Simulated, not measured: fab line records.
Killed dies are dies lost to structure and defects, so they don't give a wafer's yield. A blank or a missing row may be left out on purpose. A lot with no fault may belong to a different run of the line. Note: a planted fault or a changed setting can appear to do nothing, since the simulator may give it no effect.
fab line records    flow n5-finfet
record lots=6  wafers=18  last-day=18
route steps=1938 shown SDB@353 PASSIVATION@1936
lots untouched by any fault: they come from a run of this same line in which no faults occurred
start-h: hours from the record's opening day to when the first of the lot's shown wafers began    wait-h: hours since the lot's step before    " as in the row above    L1.1+2: a single row standing in for several wafers    - either no value or no given start    * or withheld: withheld    < > ~ a bound
route shown NAME@n: NAME is a module with steps in the file, n the number in the route of the first one    usual: the fault-free wafers' mean and standard deviation    same: alike in all rows    chamber/n: place in a boat    sites: each site's reading    _std_site: the values' standard deviation    _edge_site: inner sites' mean taken away from outer sites' mean    radius-mm: for every site, how far away it sits from the centre of the wafer    mask NAME#n: copy n    behind: the most recent tool/chamber to have shaped the wafer    hold: why the lot was held/for how many hours/how that ended    device: transistor that didn't switch, given as n, p or np    end of line: the route-end tests of the same wafers    for a step that has no rows: nothing shown but its recipe    killed: dies lost to structure and defects at the first sort, not the wafer's yield    map: a wafer's dies, x killed, . not, _ none there
set.NAME: the run value of the setting; set.NAME@STEP: its run value at that earlier step    model.NAME: the simulator's own value behind a step, which no gauge read
lots at some steps of the route; a table a step, a row a wafer
services: a tool's chamber out of use, with start hour (start-h, from the record's first day; less than 0 if before it), hours out, and reason
## steps
# step N5_SDB_EXPOSE_08
# recipe mask-id=SDB  na=1.35  source-shape=conventional  sigma-outer=0.5  polarization=unpolarized  dose-mj=49.6
# step N5_SDB_PEB_09
# recipe peb-temp-c=withheld  peb-time-s=60  resist=CAR-ArF
# step N5_SDB_DEVELOP_10
# recipe develop-time-s=30  developer=TMAH  resist=CAR-ArF  rinse-liquid=diw  dry=air-spin  dev-temp-c=23
# step N5_SDB_CD_MEAS_11
# recipe target-cd-nm=50  landing-energy-ev=500  detector=se-inlens  polarity=opening
# usual cd-nm=50.3/1.2
# same landing-energy-ev=500
lot.wafer  tool       chamber  start-h  wait-h  cd-nm
L615.2     cd-sem-01  0        93.13    -       51.1
L615.5     "          0        "        "       50.0
L615.6     "          0        "        "       49.7
L621.1     cd-sem-02  0        128.16   -       50.3
L621.2     "          0        "        "       48.9
L621.6     "          0        "        "       47.4
L629.1     cd-sem-02  0        175.11   -       49.8
L629.4     "          0        "        "       50.7
L629.5     "          0        "        "       49.4
L630.1     cd-sem-02  0        181.51   -       52.0
L630.4     "          0        "        "       49.3
L630.6     "          0        "        "       50.3
L633.3     cd-sem-01  0        199.54   -       50.8
L633.4     "          0        "        "       50.3
L633.6     "          0        "        "       49.9
L634.1     cd-sem-01  0        205.67   -       50.6
L634.4     "          0        "        "       50.6
L634.6     "          0        "        "       49.5
# step N5_SDB_OVL_MEAS_12
# recipe points-per-wafer=44
# usual SDB_OVL=-0.5/0.71
lot.wafer  tool        chamber  start-h  wait-h  SDB_OVL[nm]
L615.2     overlay-02  0        93.16    0.0     0.1
L615.5     "           0        "        "       -0.6
L615.6     "           0        "        "       -0.7
L621.1     overlay-02  0        128.19   0.0     -1.1
L621.2     "           0        "        "       -1.6
L621.6     "           0        "        "       -1.3
L629.1     overlay-02  0        175.14   0.0     -0.1
L629.4     "           0        "        "       -0.3
L629.5     "           0        "        "       -1.1
L630.1     overlay-02  0        181.54   0.0     -0.7
L630.4     "           0        "        "       -0.4
L630.6     "           0        "        "       0.0
L633.3     overlay-01  0        199.57   0.0     -1.4
L633.4     "           0        "        "       -1.2
L633.6     "           0        "        "       -0.1
L634.1     overlay-02  0        205.70   0.0     -0.9
L634.4     "           0        "        "       -0.5
L634.6     "           0        "        "       0.1
# step N5_SDB_INSPECT_13
# recipe mode=adi  inspect-instrument=brightfield
# usual raw-defect-count=67/24
lot.wafer  tool               chamber  start-h  wait-h  raw-defect-count
L615.2     defect-inspect-02  -        93.18    0.0     67
L615.5     "                  -        "        "       101
L615.6     "                  -        "        "       52
L621.1     defect-inspect-01  -        128.21   0.0     51
L621.2     "                  -        "        "       42
L621.6     "                  -        "        "       61
L629.1     defect-inspect-01  -        175.16   0.0     72
L629.4     "                  -        "        "       108
L629.5     "                  -        "        "       81
L630.1     defect-inspect-01  -        181.56   0.0     61
L630.4     "                  -        "        "       52
L630.6     "                  -        "        "       43
L633.3     defect-inspect-02  -        199.59   0.0     83
L633.4     "                  -        "        "       69
L633.6     "                  -        "        "       49
L634.1     defect-inspect-02  -        205.73   0.0     64
L634.4     "                  -        "        "       38
L634.6     "                  -        "        "       55
# step N5_SDB_DESCUM_16
# recipe chemistry=O2  time-s=7.9  source-power-w=50  bias-power-w=20  pressure-mtorr=20  rf-frequency-hz=2.712e+07  temp-c=40  resist=CAR-ArF  o2-flow-sccm=225
# usual drypump-motor-current-A=5.6/0.55  o2-flow-sccm=224.9/0.72  oes-product-au=0.75/0.075  rf-vpp-V=242.8/1.2  showerhead-plenum-p-Torr=2.06/0.059  throttle-valve-pct=20.40/0.23
lot.wafer  tool         chamber  start-h  wait-h  drypump-motor-current-A  o2-flow-sccm  oes-product-au  rf-hours-counter-h  rf-vpp-V  showerhead-plenum-p-Torr  throttle-valve-pct
L615.2     rie-diel-01  1        93.23    0.0     5.1                      224.4         0.76            130                 243.7     2.08                      20.23
L615.5     "            1        "        "       5.1                      224.4         0.77            -                   244.7     2.08                      20.24
L615.6     "            2        "        "       6.4                      225.6         0.89            -                   242.6     2.14                      19.91
L621.1     rie-diel-05  2        128.59   0.4     5.5                      225.8         0.67            233                 244.9     2.15                      20.23
L621.2     "            0        "        "       6.1                      224.4         0.91            30                  244.2     2.06                      20.11
L621.6     "            1        "        "       5.8                      225.0         0.72            -                   242.0     2.07                      20.53
L629.1     rie-diel-06  2        175.20   0.0     6.6                      225.1         0.67            245                 241.7     1.97                      20.38
L629.4     "            1        "        "       4.9                      224.5         0.76            150                 242.9     2.02                      20.82
L629.5     "            3        "        "       5.4                      223.3         0.69            -                   241.6     1.97                      20.54
L630.1     rie-diel-06  0        182.01   0.4     5.6                      224.9         0.76            167                 242.6     2.09                      20.40
L630.4     "            2        "        "       6.6                      224.3         0.67            248                 239.4     1.97                      20.38
L630.6     "            2        "        "       6.6                      225.5         0.68            -                   240.1     1.97                      20.35
L633.3     rie-diel-05  0        199.63   0.0     6.1                      225.1         0.88            47                  241.6     2.05                      20.15
L633.4     "            0        "        "       6.1                      225.0         0.88            -                   241.1     2.05                      20.14
L633.6     "            1        "        "       5.7                      224.6         0.70            -                   241.6     2.06                      20.56
L634.1     rie-diel-01  1        205.76   0.0     5.1                      225.5         0.73            172                 242.5     2.07                      20.29
L634.4     "            3        "        "       5.2                      224.9         0.98            2                   242.6     2.05                      20.12
L634.6     "            1        "        "       5.1                      224.9         0.72            -                   242.1     2.07                      20.29
# step N5_SDB_ETCH_17
# recipe chemistry=CF4  target=SiARC  target-depth-a=234  mask-material=CAR-ArF  time-s=39  ion-energy-ev=80  pressure-mtorr=40  source-w=545  bias-w=36  Ar_flow_sccm=100  cf4-flow-sccm=100  ends=cleared
# usual drypump-motor-current-A=5.6/0.55  etch-rf-on-time-s=39.0/0.89  oes-product-au=0.64/0.065  rf-vpp-V=183.7/1.1  showerhead-plenum-p-Torr=2.12/0.055  throttle-valve-pct=15.64/0.23
lot.wafer  tool         chamber  start-h  wait-h  drypump-motor-current-A  etch-rf-on-time-s  oes-product-au  rf-hours-counter-h  rf-vpp-V  showerhead-plenum-p-Torr  throttle-valve-pct
L615.2     rie-diel-01  1        93.26    0.0     5.0                      38.1               0.66            130                 184.5     2.14                      15.50
L615.5     "            1        "        "       5.0                      38.2               0.67            -                   184.6     2.14                      15.48
L615.6     "            2        "        "       6.4                      37.0               0.77            -                   183.7     2.19                      15.16
L621.1     rie-diel-05  2        128.63   0.0     5.5                      40.2               0.58            233                 184.6     2.19                      15.48
L621.2     "            0        "        "       6.1                      38.8               0.77            30                  183.2     2.11                      15.27
L621.6     "            1        "        "       5.7                      39.8               0.60            -                   183.6     2.12                      15.78
L629.1     rie-diel-06  2        175.23   0.0     6.6                      38.9               0.57            245                 182.8     2.03                      15.70
L629.4     "            1        "        "       4.9                      38.6               0.66            150                 183.8     2.07                      15.97
L629.5     "            3        "        "       5.5                      39.9               0.58            -                   183.5     2.04                      15.84
L630.1     rie-diel-06  0        182.05   0.0     5.6                      38.4               0.66            167                 183.9     2.15                      15.69
L630.4     "            2        "        "       6.6                      38.9               0.57            248                 183.8     2.03                      15.70
L630.6     "            2        "        "       6.6                      39.2               0.57            -                   181.1     2.03                      15.73
L633.3     rie-diel-05  0        199.66   0.0     6.1                      39.2               0.75            47                  184.0     2.10                      15.28
L633.4     "            0        "        "       6.1                      39.0               0.75            -                   184.4     2.10                      15.28
L633.6     "            1        "        "       5.8                      39.6               0.59            -                   183.2     2.11                      15.81
L634.1     rie-diel-01  1        205.80   0.0     5.1                      39.5               0.63            172                 184.4     2.13                      15.56
L634.4     "            3        "        "       5.2                      40.1               0.84            2                   183.1     2.09                      15.24
L634.6     "            1        "        "       5.1                      38.7               0.63            -                   183.3     2.13                      15.58
# step N5_SDB_ETCH_18
# recipe chemistry=N2/H2  target=SOC  target-depth-a=1000  overetch-a=200  mask-material=SiARC  temp-c=40  time-s=150  ion-energy-ev=200  pressure-mtorr=30  source-w=840  bias-w=150  n2-flow-sccm=200  h2-flow-sccm=200
# usual drypump-motor-current-A=5.7/0.56  oes-product-au=0.67/0.061  rf-vpp-V=522.9/2.1  showerhead-plenum-p-Torr=2.51/0.067  throttle-valve-pct=17.87/0.28
lot.wafer  tool         chamber  start-h  wait-h  drypump-motor-current-A  oes-product-au  rf-hours-counter-h  rf-vpp-V  showerhead-plenum-p-Torr  throttle-valve-pct
L615.2     rie-diel-01  1        93.30    0.0     5.1                      0.68            130                 524.7     2.55                      17.74
L615.5     "            1        "        "       5.1                      0.69            -                   523.7     2.56                      17.76
L615.6     "            2        "        "       6.4                      0.78            -                   524.9     2.58                      17.19
L621.1     rie-diel-05  2        128.66   0.0     5.6                      0.61            233                 523.4     2.62                      17.83
L621.2     "            0        "        "       6.1                      0.80            30                  522.8     2.49                      17.49
L621.6     "            1        "        "       5.8                      0.64            -                   522.3     2.50                      17.91
L629.1     rie-diel-06  2        175.27   0.0     6.6                      0.60            245                 518.5     2.41                      17.92
L629.4     "            1        "        "       4.9                      0.68            150                 520.8     2.44                      18.06
L629.5     "            3        "        "       5.5                      0.61            -                   519.5     2.43                      18.32
L630.1     rie-diel-06  0        182.08   0.0     5.6                      0.68            167                 523.7     2.53                      17.76
L630.4     "            2        "        "       6.6                      0.60            248                 518.7     2.40                      17.90
L630.6     "            2        "        "       6.7                      0.59            -                   520.0     2.40                      17.90
L633.3     rie-diel-05  0        199.70   0.0     6.1                      0.78            47                  522.0     2.48                      17.51
L633.4     "            0        "        "       6.1                      0.78            -                   521.1     2.48                      17.52
L633.6     "            1        "        "       5.8                      0.64            -                   522.4     2.50                      17.94
L634.1     rie-diel-01  1        205.83   0.0     5.0                      0.65            172                 522.7     2.54                      17.83
L634.4     "            3        "        "       5.2                      0.88            2                   522.0     2.52                      17.68
L634.6     "            1        "        "       5.1                      0.66            -                   523.1     2.54                      17.83
# step N5_SDB_STRIP_19
# recipe chemistry=N2/H2  temp-c=40  n2-flow-sccm=200  h2-flow-sccm=200  rf-frequency-hz=6e+07
# step N5_SDB_STRIP_21
# recipe chemistry=CF4  resist=SiARC  power-w=300  bias-power-w=75  pressure-mtorr=50  cf4-flow-sccm=150  rf-frequency-hz=6e+07
# usual bias-power-w=75.01/0.22  cf4-flow-sccm=150.0/0.46  drypump-motor-current-A=5.6/0.55  oes-product-au=0.75/0.069  rf-vpp-V=270.7/1.3  showerhead-plenum-p-Torr=1.77/0.044  throttle-valve-pct=13.61/0.23
lot.wafer  tool         chamber  start-h  wait-h  bias-power-w  cf4-flow-sccm  drypump-motor-current-A  oes-product-au  rf-hours-counter-h  rf-vpp-V  showerhead-plenum-p-Torr  throttle-valve-pct
L615.2     rie-diel-01  1        93.44    0.0     75.47         150.3          5.1                      0.76            130                 270.3     1.80                      13.49
L615.5     "            1        "        "       75.16         150.5          5.1                      0.76            -                   271.5     1.80                      13.50
L615.6     "            2        "        "       75.08         149.3          6.5                      0.87            -                   272.5     1.83                      13.10
L621.1     rie-diel-05  2        128.80   0.0     75.04         149.4          5.5                      0.67            233                 271.1     1.82                      13.46
L621.2     "            0        "        "       75.20         151.0          6.1                      0.89            30                  270.7     1.77                      13.21
L621.6     "            1        "        "       75.03         150.2          5.8                      0.71            -                   273.1     1.77                      13.76
L629.1     rie-diel-06  2        175.41   0.0     75.18         150.4          6.6                      0.66            245                 268.0     1.71                      13.73
L629.4     "            1        "        "       74.91         149.5          4.9                      0.75            150                 269.9     1.73                      13.92
L629.5     "            3        "        "       75.25         149.6          5.4                      0.69            -                   269.8     1.70                      13.81
L630.1     rie-diel-06  0        182.22   0.0     74.92         149.7          5.6                      0.75            167                 271.3     1.79                      13.63
L630.4     "            2        "        "       75.19         149.7          6.6                      0.66            248                 269.4     1.71                      13.75
L630.6     "            2        "        "       75.22         149.7          6.6                      0.66            -                   269.3     1.71                      13.74
L633.3     rie-diel-05  0        199.84   0.0     75.10         150.3          6.1                      0.85            47                  270.6     1.76                      13.25
L633.4     "            0        "        "       75.17         149.6          6.1                      0.86            -                   271.5     1.76                      13.25
L633.6     "            1        "        "       75.28         149.5          5.8                      0.69            -                   271.7     1.76                      13.80
L634.1     rie-diel-01  1        205.97   0.0     75.09         150.0          5.1                      0.72            172                 270.2     1.79                      13.58
L634.4     "            3        "        "       75.18         150.7          5.2                      0.98            2                   270.8     1.75                      13.19
L634.6     "            1        "        "       75.05         150.2          5.1                      0.72            -                   271.9     1.79                      13.60
# step N5_SDB_HM_OPEN_20
# recipe chemistry=CH3F/O2  target=SiNx  mask-material=SOC  target-depth-a=240  stop-on=poly-Si  over-etch-frac=0.4  ion-energy-ev=120  pressure-mtorr=30  source-w=395  bias-w=73  Ar_flow_sccm=150  CH3F_flow_sccm=30  O2_flow_sccm=20
# usual drypump-motor-current-A=5.6/0.55  oes_o_777_au=0.75/0.078  oes-product-au=0.62/0.058  rf-vpp-V=298/3.8  showerhead-plenum-p-Torr=1.98/0.057  throttle-valve-pct=16.39/0.24
# same over-etch-frac=0.4
lot.wafer  tool         chamber  start-h  wait-h  drypump-motor-current-A  oes_o_777_au  oes-product-au  rf-hours-counter-h  rf-vpp-V  showerhead-plenum-p-Torr  throttle-valve-pct
L615.2     rie-diel-01  1        93.46    0.0     5.1                      0.76          0.63            130                 298       2.00                      16.18
L615.5     "            1        "        "       5.1                      0.75          0.63            -                   299       2.00                      16.18
L615.6     "            2        "        "       6.4                      0.91          0.72            -                   294       2.05                      15.92
L621.1     rie-diel-05  2        128.82   0.0     5.5                      0.67          0.55            233                 304       2.06                      16.27
L621.2     "            0        "        "       6.1                      0.90          0.73            30                  295       1.96                      15.97
L621.6     "            1        "        "       5.7                      0.71          0.58            -                   298       1.98                      16.53
L629.1     rie-diel-06  2        175.43   0.0     6.6                      0.67          0.55            245                 295       1.89                      16.39
L629.4     "            1        "        "       4.9                      0.77          0.63            150                 293       1.94                      16.73
L629.5     "            3        "        "       5.4                      0.66          0.57            -                   299       1.90                      16.61
L630.1     rie-diel-06  0        182.24   0.0     5.6                      0.76          0.62            167                 297       2.02                      16.46
L630.4     "            2        "        "       6.6                      0.67          0.56            248                 293       1.89                      16.39
L630.6     "            2        "        "       6.6                      0.67          0.55            -                   295       1.89                      16.39
L633.3     rie-diel-05  0        199.86   0.0     6.1                      0.87          0.71            47                  295       1.96                      16.02
L633.4     "            0        "        "       6.1                      0.87          0.72            -                   294       1.96                      15.99
L633.6     "            1        "        "       5.8                      0.71          0.58            -                   297       1.98                      16.57
L634.1     rie-diel-01  1        205.99   0.0     5.1                      0.72          0.59            172                 299       1.98                      16.26
L634.4     "            3        "        "       5.2                      0.95          0.82            2                   303       1.96                      16.00
L634.6     "            1        "        "       5.1                      0.72          0.60            -                   297       1.98                      16.25
# step N5_SDB_STRIP_22
# recipe chemistry=N2/H2  power-w=1000  temp-c=250  h2-frac=0.65  overash-fraction=0.3  pressure-mtorr=withheld  n2-flow-sccm=1750  h2-flow-sccm=3250
# usual drypump-motor-current-A=5.61/0.26  h2-flow-sccm=3248/10  heater-power-w=332/20  oes-product-au=0.715/0.0047  overash-fraction=0.3/0  strip-time-to-endpoint-s=96.3/0.37
lot.wafer  tool             chamber  start-h  wait-h  drypump-motor-current-A  h2-flow-sccm  heater-power-w  oes-product-au  overash-fraction  rf-hours-counter-h  strip-time-to-endpoint-s  model.SOC_of_SDB_COAT_03.thk-nm
L615.2     plasma-asher-02  0        93.54    0.1     5.38                     3252          342             0.717           0.3               35                  96.0                      0
L615.5     "                0        "        "       5.40                     3258          341             0.709           0.3               -                   95.9                      0
L615.6     "                1        "        "       5.74                     3240          314             0.717           0.3               -                   95.8                      0
L621.1     plasma-asher-01  1        128.91   0.1     5.87                     3246          315             0.717           0.3               106                 96.4                      0
L621.2     "                0        "        "       5.35                     3258          352             0.715           0.3               106                 95.7                      0
L621.6     "                1        "        "       5.86                     3251          310             0.712           0.3               -                   96.3                      0
L629.1     plasma-asher-01  1        175.51   0.1     -                        -             -               -               -                 -                   -                         84.4
L629.4     "                0        "        "       -                        -             -               -               -                 -                   -                         84.4
L629.5     "                1        "        "       -                        -             -               -               -                 -                   -                         84.4
L630.1     plasma-asher-01  1        182.32   0.1     -                        -             -               -               -                 -                   -                         83.8
L630.4     "                1        "        "       -                        -             -               -               -                 -                   -                         83.8
L630.6     "                1        "        "       -                        -             -               -               -                 -                   -                         83.8
L633.3     plasma-asher-01  1        199.98   0.1     5.92                     3248          312             0.714           0.3               -                   96.0                      0
L633.4     "                0        "        "       5.36                     3246          352             0.713           0.3               -                   96.2                      0
L633.6     "                1        "        "       5.91                     3257          312             0.718           0.3               -                   96.4                      0
L634.1     plasma-asher-01  1        206.07   0.1     5.86                     3250          314             0.711           0.3               127                 96.6                      0
L634.4     "                1        "        "       5.86                     3228          309             0.721           0.3               -                   96.4                      0
L634.6     "                1        "        "       5.86                     3222          308             0.724           0.3               -                   96.8                      0
# step N5_SDB_PRECLEAN_23
# recipe chemistry=dHF  time-s=30  temp-c=25  dilution=withheld
# step N5_SDB_DUMMY_REMOVE_24
# recipe chemistry=TMAH  temp-c=70  target=poly-Si  stop-on=SiO2  target-depth-nm=142  conc-wt-pct=5  time-s=57  dry=ipa-marangoni  rinse-time-s=30  rinse-temp-c=23
# step N5_SDB_ETCH_25
# recipe chemistry=C4F6/O2  target=SiO2  target-depth-a=100  time-s=3.3  ion-energy-ev=250  mask-material=SiNx  pressure-mtorr=30  source-w=345  bias-w=185  Ar_flow_sccm=300  C4F6_flow_sccm=10  O2_flow_sccm=10
# step N5_SDB_CUT_ETCH_26
# recipe chemistry=HBr/Cl2/O2  target=Si  target-depth-a=1296  bt-time-s=20  mask-material=SiNx  time-s=51.8  ion-energy-ev=*  bias-w=*  pressure-mtorr=10  icp-w=800  HBr_flow_sccm=150  Cl2_flow_sccm=80  O2_flow_sccm=12
# usual HBr_flow_sccm=150.0/0.49  drypump-motor-current-A=5.7/0.46  oes_o_777_au=1.01/0.044  oes-product-au=1.004/0.017  throttle-valve-pct=37.1/0.36
# same bt-time-s=20
lot.wafer  tool       chamber  start-h  wait-h  HBr_flow_sccm  drypump-motor-current-A  oes_o_777_au  oes-product-au  rf-hours-counter-h  throttle-valve-pct  model.SOC_of_SDB_COAT_03.thk-nm
L615.2     rie-si-01  1        93.84    0.1     150.6          5.8                      1.01          1.033           149                 37.1                0
L615.5     "          1        "        "       150.5          5.8                      1.00          1.025           -                   37.1                0
L615.6     "          2        "        "       149.4          5.3                      1.01          1.013           -                   37.5                0
L621.1     rie-si-03  2        129.21   0.1     149.7          5.9                      0.98          1.000           4                   37.1                0
L621.2     "          3        "        "       149.7          6.4                      1.09          1.032           90                  37.2                0
L621.6     "          1        "        "       149.9          6.1                      0.98          0.986           -                   37.8                0
L629.1     rie-si-04  1        175.82   0.1     150.0          5.2                      1.03          1.004           11                  36.8                46.2
L629.4     "          3        "        "       150.2          5.3                      1.06          1.014           182                 36.5                46.6
L629.5     "          3        "        "       151.1          5.3                      1.06          1.011           -                   36.5                46.8
L630.1     rie-si-03  0        182.63   0.1     149.5          5.6                      0.97          0.982           11                  36.9                44.4
L630.4     "          3        "        "       149.6          6.4                      1.08          1.035           91                  37.2                45.8
L630.6     "          3        "        "       149.6          6.4                      1.09          1.026           -                   37.2                45.6
L633.3     rie-si-01  2        200.27   0.1     151.2          5.3                      1.01          1.012           39                  37.5                0
L633.4     "          1        "        "       150.1          5.8                      1.00          1.022           151                 37.1                0
L633.6     "          0        "        "       150.5          6.3                      1.02          1.000           -                   37.1                0
L634.1     rie-si-01  1        206.37   0.1     149.5          5.8                      1.00          1.024           151                 37.1                0
L634.4     "          3        "        "       150.4          4.8                      0.93          0.977           93                  37.2                0
L634.6     "          2        "        "       150.3          5.3                      1.02          1.013           -                   37.5                0
# step N5_SDB_PRECLEAN_38
# recipe chemistry=dHF  time-s=10  dilution=750:1  temp-c=25
# step N5_PASSIVATION_PROBE_49
# usual defect-limited-yield=91.2/1.4  killed_at_M0_to_M3=35/11  killed_at_M4_up=14/5.6  killed-at-contacts=12/5.6  killed-at-front-end=38/11  killed-at-other=4/3.4  killed-dies=103/17  killed-open=68/12  killed-short=33/8.8  sort_bin_5_function=5.1/0.89  sort_bin_6_memory=3.3/0.71  sort-n-pass=1077/17  sort-yield-pct=91.2/1.4
# same gross-dies=1180  killed-at-back-side=0  sort_bin_4_leakage[%]=0  sort_bin_8_speed[%]=0
lot.wafer  tool       chamber  start-h  wait-h  defect-limited-yield[%]  killed_at_M0_to_M3  killed_at_M4_up  killed-at-contacts  killed-at-front-end  killed-at-other  killed-dies  killed-open  killed-short  sort_bin_5_function[%]  sort_bin_6_memory[%]  sort-n-pass  sort-yield-pct[%]
L615.2     prober-02  -        306.65   0.1     91.1                     36                  15               9                   41                   4                105          78           22            5.4                     3.2                   1075         91.1
L615.5     prober-02  -        306.80   0.2     90.7                     46                  11               13                  39                   1                110          87           22            5.5                     3.6                   1070         90.7
L615.6     prober-02  -        306.85   0.3     91.3                     25                  19               11                  47                   1                103          61           33            4.4                     3.2                   1077         91.3
# killed by level:class
L615.2 FIN_SAQP:geometric-particle:open=15 BEOL_M2:geometric-particle:open=11 BEOL_M3:geometric-particle:open=11 STI_FIN_REVEAL:geometric-particle:open=9 MOL_CONTACT_COAG:geometric-particle:open=6 DUMMY_GATE:geometric-particle:open=5 BEOL_M1:geometric-particle:open=5 STI_FIN_REVEAL:geometric-particle:short=4
L615.5 BEOL_M3:geometric-particle:open=19 FIN_SAQP:geometric-particle:open=13 MOL_CONTACT_COAG:geometric-particle:open=12 BEOL_M2:geometric-particle:open=9 BEOL_M0_SAQP:geometric-particle:open=6 BEOL_M1:geometric-particle:open=5 BEOL_M4:geometric-particle:open=5 STI_FIN_REVEAL:geometric-particle:open=4
L615.6 STI_FIN_REVEAL:geometric-particle:open=10 MOL_CONTACT_COAG:geometric-particle:open=8 FIN_SAQP:geometric-particle:open=7 BEOL_M2:geometric-particle:open=7 HKMG_FIN:area-etch=7 FIN_SAQP:geometric-particle:short=6 BEOL_M0_SAQP:geometric-particle:short=6 BEOL_M4:geometric-particle:open=5
## services
tool             chamber  start-h  hours  kind
rie-si-04        0        78.27    18.3   repair
rie-diel-06      0        82.08    7.0    repair
rie-si-01        0        90.11    5.1    repair
rie-diel-01      -        90.23    0.2    repair
rie-si-01        3        125.67   4.9    repair
rie-diel-05      -        147.49   16.3   repair
plasma-asher-02  -        154.00   17.9   repair
rie-diel-01      1        164.18   2.6    repair
plasma-asher-02  -        174.04   0.6    repair
plasma-asher-02  -        180.28   12.1   repair
rie-si-04        2        180.64   10.8   repair
rie-diel-01      3        181.79   -      clean
rie-diel-01      3        181.79   -      consumable-replace:focus-ring
rie-diel-01      3        181.79   19.2   scheduled-down
rie-diel-01      3        181.79   19.2   vent-cycle
rie-diel-06      2        186.97   -      clean
rie-diel-06      2        186.97   -      consumable-replace:focus-ring
rie-diel-06      2        186.97   -      consumable-replace:showerhead
rie-diel-06      2        186.97   13.7   scheduled-down
rie-diel-06      2        186.97   13.7   vent-cycle
rie-diel-05      2        197.50   -      clean
rie-diel-05      2        197.50   -      consumable-replace:focus-ring
rie-si-01        -        201.32   0.1    repair
plasma-asher-02  -        206.24   2.8    pm
## key
first-sign step=N5_SDB_STRIP_22  reading=tool-record  direction=missing
effect none on later readings
model-effect step=N5_SDB_STRIP_22  value=SOC_of_SDB_COAT_03.thk-nm  without=0  struck=84.1
model-effect step=N5_SDB_CUT_ETCH_26  value=SOC_of_SDB_COAT_03.thk-nm  without=0  struck=45.9
met-at N5_SDB_STRIP_22
struck-wafers L629.1,L629.4,L629.5,L630.1,L630.4,L630.6
rows-end L629.1,L629.4,L629.5,L630.1,L630.4,L630.6
onset-between 128.91 175.51
fault kind=skipped-step-whole  tool=plasma-asher-01  chamber=-  onset-h=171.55  steps=N5_SDB_STRIP_22  scope=struck-lots-only
# rows-end: these wafers met a further fault down the route, and their rows from its step on are left out
